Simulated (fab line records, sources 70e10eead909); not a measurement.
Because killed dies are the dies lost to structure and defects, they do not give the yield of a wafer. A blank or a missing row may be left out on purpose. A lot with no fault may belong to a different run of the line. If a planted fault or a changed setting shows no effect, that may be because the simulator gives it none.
Struck lot and sound lot, side by side || flow nand harc || 40 out of 1159 route steps
Sound: these wafers, L993.2, L993.4, L993.5. Wafers L115.1, L115.2, L115.5 were the ones struck. The cause comes at the end.
Per side, at each step with rows, come the tool, then ch with its chambers, and then its first start. Under that, the readings that differ: sound wafers || struck wafers || difference of the means || sigmas: that difference in standard deviations of wafers without a fault.
alike: readings with means less than 2 such deviations apart, plus words and numbers identical on both sides. not compared: withheld readings, readings lacking a value on some wafer, bounds such as >300 that could conceal the same value, and numbers that have no deviation in the record and whose values overlap.
Wherever a step has rows on one side only, a row that says differs or no value, or a row with sigmas, the two part there. Non-overlapping numbers with no deviation appear without sigmas and do not part them. A reading that every wafer of one side lacks parts them only if that side has two wafers or more.

first, 2 steps without rows for these wafers: NHARC_THIN_TSV_DESCUM_14 (chemistry O2, time 3 s); NHARC_THIN_TSV_ETCH_44 (etches the open film in CF4/O2, target depth 1594.2 nm, time 797.1 s).
NHARC_THIN_TSV_ETCH_15: target depth 3000 nm, bosch target overetch cycles 2, bosch etch step 2.8 s.
  sound on rie si-04 ch 1,2,3, day 19 04:34; struck on rie si-01 ch 2,3, day 24 11:49
  alike: drypump motor current A
  not compared: rf hours counter h
NHARC_THIN_TSV_CD_MEAS_16:
  sound on cd sem-01 at day 19 04:42; struck on cd sem-02 at day 24 11:58
  alike: cd nm
then, 3 steps without rows for these wafers: NHARC_THIN_TSV_STRIP_45 (strips in O2); NHARC_THIN_TSV_STRIP_46 (strips in post etch residue remover, time 1200 s); NHARC_THIN_TSV_DEP_47 (deposits SiO2, target thk 200 nm).
NHARC_THIN_TSV_ETCHBACK_48: etches the open film in C4F8/Ar, target depth 1028.5 nm, time 405.17 s.
  sound on rie diel-01 ch 1,2,3, day 19 05:58; struck on rie diel-01 ch 0,3, day 24 13:17
  alike: oes product au, rf vpp V
  not compared: rf hours counter h
then, 1 step without rows for these wafers: NHARC_THIN_TSV_STRIP_62 (strips in N2/H2, time 20 s).
NHARC_THIN_TSV_DEGAS_49: time 120 s.
  sound on pvd sputter-03 at day 19 06:33; struck on pvd sputter-03 at day 24 13:47
  alike: heater power w
then, 2 steps without rows for these wafers: NHARC_THIN_TSV_PRE_CLEAN_50 (time 30 s); NHARC_THIN_TSV_PVD_19 (deposits TaN, target thk 20 nm).
NHARC_THIN_TSV_PVD_51: deposits Cu, target thk 100 nm.
  sound on pvd sputter-03 at day 19 06:49; struck on pvd sputter-03 at day 24 14:04
  alike: throttle valve pct
then, 2 steps without rows for these wafers: NHARC_THIN_TSV_ECD_20 (material Cu, target thk 2000 nm); NHARC_THIN_TSV_ANNEAL_52 (time 90 s).
NHARC_THIN_TSV_CMP_21: polishes, t overpolish 30 s, target thk 2000 nm.
  sound on cmp-03 ch 0,1, day 19 08:05; struck on cmp-02 ch 0,3, day 24 15:31
  alike: motor current A, overpolish run s
then, 13 steps without rows for these wafers: NHARC_THIN_TSV_SRD_23; NHARC_THIN_TSV_DEGAS_53 (time 60 s); NHARC_THIN_TSV_PRE_CLEAN_54 (time 30 s); NHARC_THIN_TSV_PVD_55 (deposits TiN, target thk 50 nm); NHARC_THIN_TSV_PVD_24 (deposits Al, target thk 800 nm); NHARC_THIN_TSV_DEHYDRATE_25 (time 120 s); NHARC_THIN_TSV_HMDS_26 (time 30 s); NHARC_THIN_TSV_COAT_27; NHARC_THIN_TSV_SOFTBAKE_28 (time 95 s); NHARC_THIN_TSV_EBR_29; NHARC_THIN_TSV_EXPOSE_30 (exposes mask PAD); NHARC_THIN_TSV_PEB_31 (peb time 85 s); NHARC_THIN_TSV_DEVELOP_32 (time 70 s).
NHARC_THIN_TSV_CD_MEAS_33: target cd 5000 nm.
  sound on cd sem-01 ch 0, day 19 09:35; struck on cd sem-03 ch 0, day 24 17:00
  alike: cd nm
then, 4 steps without rows for these wafers: NHARC_THIN_TSV_HARDBAKE_34 (time 80 s); NHARC_THIN_TSV_DESCUM_35 (chemistry O2, time 3 s); NHARC_THIN_TSV_ETCH_59 (etches the open film in Cl2/BCl3, target depth 880 nm, time 138.1 s); NHARC_THIN_TSV_ETCH_36 (etches the open film in Cl2/BCl3, target depth 65 nm, time 18.571 s).
NHARC_THIN_TSV_STRIP_56: strips in O2.
  sound on plasma asher-02 ch 0, day 19 10:17; struck on plasma asher-02 ch 0,1, day 24 17:38
  alike: drypump motor current A, heater power w, rf refl power W
  not compared: rf hours counter h
then, 1 step without rows for these wafers: NHARC_THIN_TSV_STRIP_57 (strips in post etch residue remover, time 1200 s).
NHARC_THIN_TSV_CD_MEAS_37:
  sound on cd sem-01 at day 19 11:02; struck on cd sem-03 at day 24 18:27
  alike: cd nm
then, 1 step without rows for these wafers: NHARC_THIN_TSV_ANNEAL_58 (time 1800 s).
NHARC_THIN_TSV_INSPECT_40:
  sound on defect inspect-01 at day 19 14:19; struck on defect inspect-02 at day 24 22:38
  alike: raw defect count
NHARC_END_SORT_01:
  sound on prober-01 ch 0, day 20 01:22; struck on prober-01 ch 0, day 25 01:41
{"reading": "hold", "sound": "- - -", "struck": "await dispo/4.3h/scrap await dispo/4.3h/scrap await dispo/4.3h/scrap", "difference": "no value on the sound wafers", "sigmas": ""}
{"reading": "defect limited yield (%)", "sound": "98.1 97.8 97.6", "struck": "0 0 0", "difference": -98, "sigmas": -65}
{"reading": "killed at other", "sound": "1 1 0", "struck": "648 646 653", "difference": "+648", "sigmas": "+99 or more"}
{"reading": "killed dies", "sound": "13 15 16", "struck": "677 677 677", "difference": "+662", "sigmas": "+66"}
{"reading": "sort_bin_2_pct (%)", "sound": "1.0 0.6 0.9", "struck": "97.0 97.2 97.8", "difference": "+96.5", "sigmas": "+99 or more"}
{"reading": "sort n pass", "sound": "664 662 661", "struck": "0 0 0", "difference": -662, "sigmas": -66}
{"reading": "sort rim yield pct (%)", "sound": "99.1 98.1 100.0", "struck": "0 0 0", "difference": -99, "sigmas": -52}
{"reading": "sort yield pct (%)", "sound": "98.1 97.8 97.6", "struck": "0 0 0", "difference": -98, "sigmas": -65}
  alike: killed at array, killed at periphery, killed open, killed short, sort_bin_3_pct, sort_bin_4_pct

## WHERE THEY PART
NHARC_END_SORT_01 only, going by this record.

WHY: what had been put in by the simulator
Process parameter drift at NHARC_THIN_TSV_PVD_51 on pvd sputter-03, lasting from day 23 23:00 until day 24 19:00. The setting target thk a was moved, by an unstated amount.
